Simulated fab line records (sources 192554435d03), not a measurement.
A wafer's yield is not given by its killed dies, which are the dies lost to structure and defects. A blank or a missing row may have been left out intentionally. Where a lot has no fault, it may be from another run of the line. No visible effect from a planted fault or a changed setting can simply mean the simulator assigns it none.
Lot-split experiment    flow n5-finfet    21 wafers read across 7 lots, on a route 1938 steps long

== ON THE SPLIT ==
At N5_BEOL_M10_COAT_22 (resist thk 90 nm), the setting spin-rpm was moved away from the recipe's 1500 rpm on 5 of the 21 wafers read, by -7.2% to +10.9%. All remaining wafers had this setting at the recipe value.

== FROM THE SPLIT TO THE READING: what the file shows between them, 4 steps ==
- N5_BEOL_M10_EXPOSE_25: exposes mask V9 (also split here: dose-mj)
- N5_BEOL_M10_PEB_26: peb time 60 s
- N5_BEOL_M10_DEVELOP_27: develop time 30 s
- N5_BEOL_M10_CD_MEAS_28: target cd 70 nm

== THE READING ==
CAR-ArF_of_BEOL_M10_COAT_22.thk-nm (the simulator's own value, which no gauge read), in nm, at N5_BEOL_M10_DESCUM_33 (chemistry O2, time 7.9 s). The file gives no usual value for it. Here, 16 wafers ran the recipe; their average is 83.4 nm with a standard deviation of 0.28 nm.

wafer   tool, chamber at the split  spin-rpm as run, rpm  against the recipe  CAR-ArF_of_BEOL_M10_COAT_22.thk-nm, nm  against lot-mates on the recipe
L074.1  litho-track-05, 0           1392                  -7.2%               87                                      +3.6
L074.3  litho-track-05, 0           1392                  -7.2%               87                                      +3.6
L074.2  litho-track-05, 0           1500                  recipe              83.4                                    -
L076.1  litho-track-01, 0           1500                  recipe              83.2                                    -
L076.5  litho-track-01, 0           1500                  recipe              83.6                                    -
L076.6  litho-track-01, 0           1500                  recipe              83.6                                    -
L080.2  litho-track-01, 0           1500                  recipe              83.8                                    -
L080.4  litho-track-01, 0           1401                  -6.6%               86.8                                    +2.9
L080.5  litho-track-01, 0           1500                  recipe              84                                      -
L090.2  litho-track-01, 0           1500                  recipe              83.4                                    -
L090.3  litho-track-01, 0           1500                  recipe              83.4                                    -
L090.4  litho-track-01, 0           1500                  recipe              83.4                                    -
L092.1  litho-track-02, 0           1664                  +10.9%              78.8                                    -4.2
L092.2  litho-track-02, 0           1664                  +10.9%              79                                      -4.0
L092.6  litho-track-02, 0           1500                  recipe              83                                      -
L089.2  litho-track-05, 0           1500                  recipe              83.6                                    -
L089.4  litho-track-05, 0           1500                  recipe              83.4                                    -
L089.6  litho-track-05, 0           1500                  recipe              83.2                                    -
L093.2  litho-track-02, 0           1500                  recipe              83.2                                    -
L093.3  litho-track-02, 0           1500                  recipe              83                                      -
L093.6  litho-track-02, 0           1500                  recipe              83                                      -

THE FIT
A straight line over all 21 wafers: CAR-ArF_of_BEOL_M10_COAT_22.thk-nm changes by -0.447 nm for each +1% of spin-rpm; r = -0.99; the points scatter about the line by 0.32 nm.
The same after taking each lot's own level away (the mean of its wafers on the recipe; 21 wafers): -0.416 nm for each +1%; r = -0.99; scatter 0.25 nm.
According to that fit, moving spin-rpm by its largest amount changes the reading by 4.5 nm.
The lots' own levels span 83.00 to 83.90 nm, that is 3.2 times the standard deviation above.
The two slopes are in agreement: the lot-to-lot level therefore moves the slope only a little.
Check: with one of the wafers moved furthest among these (+10.9%) left out of the fit, the line predicts -4.57 nm for it against its lot-mates. Against them it came out at -4.2 nm.

== THE OTHER SPLITS THESE WAFERS WENT THROUGH ==
Other splits were also applied to these wafers ahead of the reading. Each is held against what the fit with the lots' levels taken away leaves over:
other split on the same wafers  wafers away from the commonest value  r with CAR-ArF_of_BEOL_M10_COAT_22.thk-nm (lot level and that fit taken away)
N5_BEOL_M8_COAT_22 spin-rpm     7                                     -0.40
N5_BEOL_M8_DESCUM_33 time-s     5                                     -0.04
N5_BEOL_M9_ILD_DEP_00 time-s    6                                     +0.26
N5_BEOL_M9_COAT_05 spin-rpm     9                                     +0.15
N5_BEOL_M10_EXPOSE_25 dose-mj   8                                     -0.01

== THE WHOLE CHAIN: every reading that the file lists as answering this split, in the file's order ==
step                   what it does              reading                                                                              change (the file's fit)                r (the file's)
N5_BEOL_M10_COAT_22    resist thk 90 nm          CAR-ArF_of_BEOL_M10_COAT_22.thk-nm (the simulator's own value, which no gauge read)  -0.426 nm for each +1% of the setting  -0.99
N5_BEOL_M10_DESCUM_33  chemistry O2, time 7.9 s  CAR-ArF_of_BEOL_M10_COAT_22.thk-nm (the simulator's own value, which no gauge read)  -0.418 nm for each +1% of the setting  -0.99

== THE FILE'S OWN FIT ==
CAR-ArF_of_BEOL_M10_COAT_22.thk-nm changes by -0.418 nm for each +1% of spin-rpm, r = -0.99.
